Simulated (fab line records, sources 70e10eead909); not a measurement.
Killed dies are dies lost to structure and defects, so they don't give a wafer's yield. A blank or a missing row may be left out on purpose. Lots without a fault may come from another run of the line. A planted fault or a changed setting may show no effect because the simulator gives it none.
A struck lot beside a sound one | flow nand_harc | 14 steps out of a route of 1159
Sound: wafers L701.1, L701.5, L701.6. Struck: wafers L692.1, L692.3, L692.5. The cause comes at the end.
At each step with rows: each side's tool, then ch and its chambers, then its first start. Under that, the readings that differ: sound wafers | struck wafers | difference of the means | sigmas: that difference in standard deviations of wafers without a fault.
alike: readings whose means differ by less than 2 such deviations, and words and numbers that are the same on both sides. not compared: withheld readings, readings that some wafer has no value for, bounds like >300 that may hide the same value, and numbers for which the record gives no deviation and whose values overlap.
The two part at a step that has a row with sigmas, a row that says differs or no value, or rows on one side only. Numbers that don't overlap but have no deviation are shown without sigmas and don't part them. A reading that every wafer of one side lacks parts them only if that side has two wafers or more.

NHARC_A_M0_PRE_CLEAN_29: time 30 s.
  sound on pvd_sputter-03; struck on pvd_sputter-01
  reading            | sound       | struck      | difference | sigmas
  heater_power_w (W) | 461 429 443 | 399 374 388 | -57        | -2
then, 1 step without rows for these wafers: NHARC_A_M0_PVD_20 (deposits TaN, target thk 5 nm, time 8.06 s).
NHARC_A_M0_PVD_21: deposits Cu, target thk 30 nm, time 20.49 s.
  sound on pvd_sputter-03; struck on pvd_sputter-01
  alike: throttle_valve_pct
then, 1 step without rows for these wafers: NHARC_A_M0_ECD_22 (material Cu, target thk 400 nm).
NHARC_A_M0_ANNEAL_30: time 90 s.
  sound on rtp_anneal-01 ch 0, day 22 12:16; struck on rtp_anneal-01 ch 0, day 19 23:05
  alike: anneal_temp_c_max, wafer_temp_C_max
NHARC_A_M0_CMP_23: polishes, t overpolish 20 s, target thk 113.75 nm.
  sound on cmp-02 ch 0,3, day 22 12:38; struck on cmp-02 ch 0,1,2, day 19 23:26
  alike: motor_current_A, retaining_ring_pressure_frac, time_to_endpoint_s
NHARC_A_M0_THK_MEAS_24: measures by xrf.
  sound on film_metro-01, day 22 12:55; struck on film_metro-01, day 19 23:44
  alike: thk_nm
then, 1 step without rows for these wafers: NHARC_A_M0_SRD_25.
NHARC_A_M0_INSPECT_27:
  sound on defect_inspect-01, day 22 13:05; struck on defect_inspect-01, day 19 23:54
  reading          | sound       | struck      | difference | sigmas
  raw_defect_count | 713 650 561 | 291 272 350 | -337       | -2
then, 1 step without rows for these wafers: NHARC_A_M0_PRE_CLEAN_31 (time 12 s).
NHARC_A_M0_DEP_32: deposits SiCN, target thk 30 nm.
  sound on pecvd-01 ch 0,1,2, day 22 13:16; struck on pecvd-03 ch 0,1,2, day 20 00:05
  alike: chamber_pressure_Torr, heater_power_outer_w, heater_power_w
NHARC_A_M1_DEP_00: deposits SiOC, target thk 182.5 nm.
  sound on pecvd-01 ch 0,1, day 22 13:48; struck on pecvd-04 ch 0,2, day 20 00:31
  no value came back on the struck wafers for chamber_pressure_Torr (Torr), rf_fwd_power_W (W); on the sound wafers chamber_pressure_Torr (Torr) reads 4.988 5.018 4.993
then, 1 step without rows for these wafers: NHARC_A_M1_DEHYDRATE_01 (time 120 s).
NHARC_END_SORT_01:
  the record has rows for the struck wafers here (prober-01 ch 0, day 21 12:32) and none for the sound ones

WHERE THEY PART
First at NHARC_A_M0_PRE_CLEAN_29; last, within this record, at NHARC_END_SORT_01.

WHY: what the simulator had put in
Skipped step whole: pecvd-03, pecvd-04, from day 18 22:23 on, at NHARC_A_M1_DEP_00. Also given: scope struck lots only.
